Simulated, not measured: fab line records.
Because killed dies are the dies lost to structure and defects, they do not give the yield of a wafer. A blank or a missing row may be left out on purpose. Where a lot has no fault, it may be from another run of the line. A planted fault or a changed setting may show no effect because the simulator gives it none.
Code-filled problem report in 8D (eight disciplines) form    flow nand_harc    the parts of the form that need people (team, actions taken, sign-off) are left out

== 1. WHAT IS WRONG ==
exposure_dose_mJ_cm2 at NHARC_P_GATE_EXPOSE_23 reads a mean of 95.98 on 9 wafers of 3 lots; wafers without a fault read 93.90 with a standard deviation of 0.099. That is +21 standard deviations from the usual mean.
The step: exposes mask P GATE, target cd 120 nm.
First observed at day 12 09:58: wafer L728.2, on arfi_scanner-01. The record holds 36 wafers of 12 lots with a number at this step. The rule behind "out" and "out of limits": a value lying over 4 standard deviations away from the usual mean. The rest of the wafers with a number are treated as sound.

== 2. WHAT IT IS, AND WHAT IT ISN'T ==
question                     is                      is not
which readings at this step  exposure_dose_mJ_cm2    -
which lots                   L728, L730, L731        L710, L711, L714, L715, L717, L719, L721, L722, L732
which wafers of those lots   all that have a number  -
read on which tools          arfi_scanner-01         arfi_scanner-02, arfi_scanner-03
when                         from day 12 09:58       up to then (24 sound wafers); but 3 sound wafers of L732 came after

== 3. THE SUSPECTS, EACH WITH WHAT RULES IT OUT ==
Counting: a tool at any process step up to the reading remains a suspect when it ran all the lots that are out and ran no sound lot after the first of those.
- arfi_scanner-01 at NHARC_P_GATE_EXPOSE_23 (exposes mask P GATE, target cd 120 nm): kept. It processed each lot that is out, first L728 at day 12 09:58, and no sound lot thereafter; up to then, the last sound lot it processed was L719 at day 8 19:47. Out on those wafers are its own readings of exposure_dose_mJ_cm2.
Left after counting: arfi_scanner-01 at NHARC_P_GATE_EXPOSE_23.

== 4. THE CAUSE (what the simulator had put in) ==
Process parameters drifting: arfi_scanner-01 at NHARC_P_GATE_EXPOSE_23, beginning at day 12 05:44. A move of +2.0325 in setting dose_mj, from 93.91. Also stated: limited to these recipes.
After counting, this tool was the only one left.

== 5. THE CHAIN OF EFFECTS, in route order ==
Each row: a reading where the mean over the struck wafers with a number is more than 3 standard deviations away from the usual. Scope: only readings with a usual standard deviation given in the record; hours: median across lots of the time from each lot's start at the first step in this table that gives one to its start at this step; sigmas: change in usual standard deviations.
hours  step                    reading               usual  on struck wafers  change  sigmas
0      NHARC_P_GATE_EXPOSE_23  exposure_dose_mJ_cm2  93.90  95.98             +2.08   +21
Process steps it contains:
- NHARC_P_GATE_EXPOSE_23: exposes mask P GATE, target cd 120 nm.
Later steps that measure or inspect, where all struck wafers having a row at the step show a number for every such reading and not one has moved that far: NHARC_END_SORT_01.

== 6. WHAT WOULD HAVE CAUGHT IT SOONER ==
First out-of-limits reading in this record: day 12 09:58, which is 4 hours after fault onset at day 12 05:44.
